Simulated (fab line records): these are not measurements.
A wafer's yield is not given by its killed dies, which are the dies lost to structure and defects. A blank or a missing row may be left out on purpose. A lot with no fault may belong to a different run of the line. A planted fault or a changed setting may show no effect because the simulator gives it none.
Which tool is to blame?	flow n5Finfet	Sampling: 10 lots, 30 wafers, 5 of 1938 route steps

WHAT EACH GAUGE READ, for each wafer
N5_BEOL_M4_RC_MEAS_101. Usual: DIBL_N 36.3 mV/V, standard deviation 2; DIBL_P 36.3 mV/V, standard deviation 2.4; IOFF_N 0.16 nA/um, standard deviation 0.034; IOFF_P 0.21 nA/um, standard deviation 0.035; ION_N 672 uA/um, standard deviation 12; ION_P 459 uA/um, standard deviation 6.5; SS_N 71.6 mV/dec, standard deviation 0.67; SS_P 73.3 mV/dec, standard deviation 0.71; VT_N 250 mV, standard deviation 3.5; VT_P -251 mV, standard deviation 3.
lot	measured	on	DIBL_N (mV/V)	DIBL_P (mV/V)	IOFF_N (nA/um)	IOFF_P (nA/um)	ION_N (uA/um)	ION_P (uA/um)	SS_N (mV/dec)	SS_P (mV/dec)	VT_N (mV)	VT_P (mV)	flag
L891	day 8 00:26	prober-02	35.2 37.8 35.8	33.4 36.8 34.4	0.12 0.17 0.14	0.18 0.23 0.19	658 676 672	453 464 459	71.4 71.9 71.5	72.0 73.4 72.6	252 248 252	-254 -248 -250	
L893	day 8 07:41	prober-02	32.6 32.3 32.3	31.7 31.6 31.5	0.10 0.10 0.10	0.15 0.15 0.15	651 653 664	456 453 456	70.0 69.8 70.1	72.0 71.8 72.1	259 256 257	-256 -253 -254	
L894	day 8 16:58	prober-02	35.0 33.2 33.3	34.4 31.5 32.3	0.14 0.10 0.11	0.18 0.13 0.15	666 647 650	453 440 452	71.1 70.8 70.9	73.2 72.8 72.7	249 256 256	-254 -256 -253	
L896	day 9 05:11	prober-02	35.9 39.3 35.9	34.6 38.7 34.3	0.14 0.22 0.15	0.17 0.23 0.16	657 689 672	444 463 452	71.6 73.1 72.0	73.7 74.5 73.3	255 247 251	-256 -251 -256	
L901	day 11 21:26	prober-02	38.4 37.1 35.5	39.9 37.6 36.4	0.19 0.17 0.14	0.26 0.24 0.20	689 673 669	467 465 459	71.9 71.4 70.8	74.1 73.6 73.8	247 251 251	-250 -246 -249	
L903	day 11 20:07	prober-02	37.1 38.7 39.6	36.1 37.1 38.6	0.15 0.16 0.18	0.19 0.20 0.23	667 661 677	455 450 460	71.9 72.4 71.6	72.6 73.5 73.8	250 250 249	-252 -251 -248	
L906	day 12 22:51	prober-01	33.0 36.1 35.6	33.7 36.9 36.2	0.12 0.17 0.15	0.18 0.23 0.22	658 656 669	457 454 455	71.0 71.5 71.2	72.3 73.2 73.1	253 250 250	-250 -248 -251	
L907	day 13 14:58	prober-02	36.1 36.9 36.7	37.3 37.7 38.0	0.15 0.16 0.16	0.22 0.22 0.22	661 669 684	462 469 474	71.3 70.7 72.0	73.1 72.8 73.5	249 249 249	-248 -245 -248	
L910	day 13 20:22	prober-02	36.9 34.1 39.1	37.5 33.3 39.4	0.17 0.12 0.21	0.21 0.14 0.23	678 659 682	459 448 458	71.0 70.7 72.3	73.6 72.5 73.4	248 255 246	-251 -256 -251	
L914	day 14 14:23	prober-01	36.8 37.2 36.1	37.1 37.9 36.1	0.19 0.20 0.18	0.22 0.24 0.21	680 679 684	459 459 462	71.8 72.0 72.0	73.0 73.4 72.6	248 246 245	-249 -248 -251	

TOOL THAT RAN EACH LOT (tool first, then ch and the chambers of the sampled wafers, then the start)
lot	N5_ILD0_LINER_00	N5_ILD0_CMP_07	N5_SDB_HM_DEP_00	N5_SDB_COAT_03
L891	aldSin-04 ch 0,1,2, day 3 15:32	cmp-03 ch 0,1, day 3 18:16	pecvd-04 ch 1,2, day 3 22:01	lithoTrack-03 ch 0, day 3 22:06
L893	aldSin-03 ch 0,3, day 3 22:54	cmp-02 ch 0,2,3, day 4 01:35	pecvd-04 ch 1,2, day 4 05:10	lithoTrack-03 ch 0, day 4 05:14
L894	aldSin-04 ch 0,2,3, day 4 06:37	cmp-03 ch 0,2,3, day 4 09:23	pecvd-04 ch 0,1,2, day 4 12:52	lithoTrack-04 ch 0, day 4 12:57
L896	aldSin-03 ch 1,2,3, day 4 16:04	cmp-03 ch 0,2,3, day 4 18:46	pecvd-04 ch 1,2, day 4 22:20	lithoTrack-04 ch 0, day 4 22:25
L901	aldSin-03 ch 0,1,3, day 6 01:38	cmp-03 ch 2,3, day 6 04:22	pecvd-04 ch 0,1, day 6 07:54	lithoTrack-04 ch 0, day 6 07:59
L903	aldSin-03 ch 0,1,2, day 6 11:19	cmp-01 ch 0,2,3, day 6 14:02	pecvd-01 ch 1,2, day 6 17:36	lithoTrack-04 ch 0, day 6 17:41
L906	aldSin-04 ch 0,3, day 7 05:50	cmp-03 ch 1,2, day 7 08:31	pecvd-04 ch 0,1,2, day 7 12:07	lithoTrack-04 ch 0, day 7 12:10
L907	aldSin-02 ch 1,2, day 7 13:09	cmp-03 ch 0,1,3, day 7 15:50	pecvd-04 ch 1,2, day 7 19:53	lithoTrack-05 ch 0, day 7 19:58
L910	aldSin-04 ch 0,1,3, day 8 06:50	cmp-03 ch 0,2,3, day 8 09:59	pecvd-04 ch 0,1, day 8 13:26	lithoTrack-04 ch 0, day 8 13:31
L914	aldSin-04 ch 1,3, day 9 08:51	cmp-01 ch 1,2,3, day 9 11:40	pecvd-04 ch 0,1,2, day 9 15:07	lithoTrack-05 ch 0, day 9 15:11
- N5_ILD0_LINER_00: material SiNx, target thk 4 nm, pulse time 1 s, purge time 2 s.
- N5_ILD0_CMP_07: polishes SiO2 flowable, stops on poly-Si, t overpolish 1.18 s, target thk 138.88 nm.
- N5_SDB_HM_DEP_00: deposits SiNx from SiH4/NH3/N2, target thk 40 nm, time 35.3 s.
- N5_SDB_COAT_03: time 60 s, resist thk 100 nm.

AS READ BY THE TOOLS THEMSELVES (means over the sampled wafers that have a number; for cases with no such wafer, the mark the record gives instead)
N5_ILD0_LINER_00. Usual: chamberPressureTorr 2.000 Torr, standard deviation 0.0044; heaterPowerW 829 W, standard deviation 85; precursorPulseHeightRel 1.001, standard deviation 0.018.
lot	tool	chamberPressureTorr (Torr)	heaterPowerW (W)	precursorPulseHeightRel	flag
L891	aldSin-04	1.999	849	1.007	
L893	aldSin-03	2.003	794	0.993	
L894	aldSin-04	1.997	874	1.012	
L896	aldSin-03	2.003	795	0.998	
L901	aldSin-03	1.998	790	0.997	
L903	aldSin-03	1.998	818	1.004	
L906	aldSin-04	2.000	886	1.020	
L907	aldSin-02	2.007	825	1.022	
L910	aldSin-04	2.000	849	1.002	
L914	aldSin-04	2.003	917	1.012	

N5_ILD0_CMP_07. Usual: headPressurePsi 4.150 psi, standard deviation 0.0093; motorCurrentA 11.3 A, standard deviation 1.4.
lot	tool	headPressurePsi (psi)	motorCurrentA (A)	flag
L891	cmp-03	4.150	10.3	
L893	cmp-02	4.142	10.7	
L894	cmp-03	4.153	11.3	
L896	cmp-03	4.155	11.3	
L901	cmp-03	4.142	12.0	
L903	cmp-01	4.154	13.6	
L906	cmp-03	4.151	10.4	
L907	cmp-03	4.147	11.3	
L910	cmp-03	4.150	11.5	
L914	cmp-01	4.149	12.3	

N5_SDB_HM_DEP_00. Usual: chamberPressureTorr 1.500 Torr, standard deviation 0.0032; heaterPowerW 711 W, standard deviation 110; showerheadPlenumPTorr 5.17 Torr, standard deviation 0.06; showerheadVppV 1112 V, standard deviation 62; throttleValvePct 38.8 %, standard deviation 1.5.
lot	tool	chamberPressureTorr (Torr)	heaterPowerW (W)	showerheadPlenumPTorr (Torr)	showerheadVppV (V)	throttleValvePct (%)	flag
L891	pecvd-04	1.500	751	5.14	1105	37.4	
L893	pecvd-04	1.499	687	5.16	1089	37.3	
L894	pecvd-04	1.499	667	5.19	1130	38.5	
L896	pecvd-04	1.500	720	5.15	1102	37.7	
L901	pecvd-04	1.501	630	5.22	1164	39.5	
L903	pecvd-01	1.501	713	5.11	1027	40.0	
L906	pecvd-04	1.498	702	5.19	1137	38.7	
L907	pecvd-04	1.499	727	5.15	1099	37.7	
L910	pecvd-04	1.499	594	5.23	1159	39.5	
L914	pecvd-04	1.501	650	5.19	1118	38.8	

N5_SDB_COAT_03. Usual: heaterPowerTotalW 500.5 W, standard deviation 1.8; plateTempC 250.00 C, standard deviation 0.18.
lot	tool	heaterPowerTotalW (W)	plateTempC (C)	flag
L891	lithoTrack-03	500.0	250.18	
L893	lithoTrack-03	499.4	250.01	
L894	lithoTrack-04	501.2	249.82	
L896	lithoTrack-04	498.0	249.97	
L901	lithoTrack-04	499.9	250.11	
L903	lithoTrack-04	500.5	249.70	
L906	lithoTrack-04	851.6	269.75	OFF
L907	lithoTrack-05	500.7	249.93	
L910	lithoTrack-04	851.8	270.06	OFF
L914	lithoTrack-05	498.0	250.04	

THE ANSWER, worked out from the rows above alone
Rule: take the mean of a lot's wafers that have a number; if it is more than 3 standard deviations from the usual mean, the lot is off. Also off: a lot with no number at a reading for which 4 or more lots have one. All remaining lots with rows at the step are treated as sound. Order of review: gauges by route order, followed by the tools' own readings, for which a lot's mean as printed above is used. The first step at which some lot is off is used, and at that step the reading that is off furthest; a lot without a number counts as furthest.
Off: L906, L910, at N5_SDB_COAT_03 (heaterPowerTotalW).
If a tool, at that step or one of the process steps before it, ran each lot that is off and ran no sound lot following the first of them, it fits. One fits: N5_SDB_COAT_03 on lithoTrack-04. Its last sound lot is L903 (day 6 17:41), its first lot that is off L906 (day 7 12:10): a fault that began between those two fits.
The tool's own readings at N5_SDB_COAT_03 bear it out: on the lots that are off they differ by more than 5 times the standard deviation of the sound lots' means. heaterPowerTotalW reads 851.7 W there against 499.7 W on the sound lots; plateTempC reads 269.90 C there against 249.97 C on the sound lots.

WHAT THE SIMULATOR HAD INSERTED
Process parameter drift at N5_SDB_COAT_03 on lithoTrack-04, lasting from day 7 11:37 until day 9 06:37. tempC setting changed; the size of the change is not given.
Lots struck among those shown: L906, L910. Same finding as the rule above.
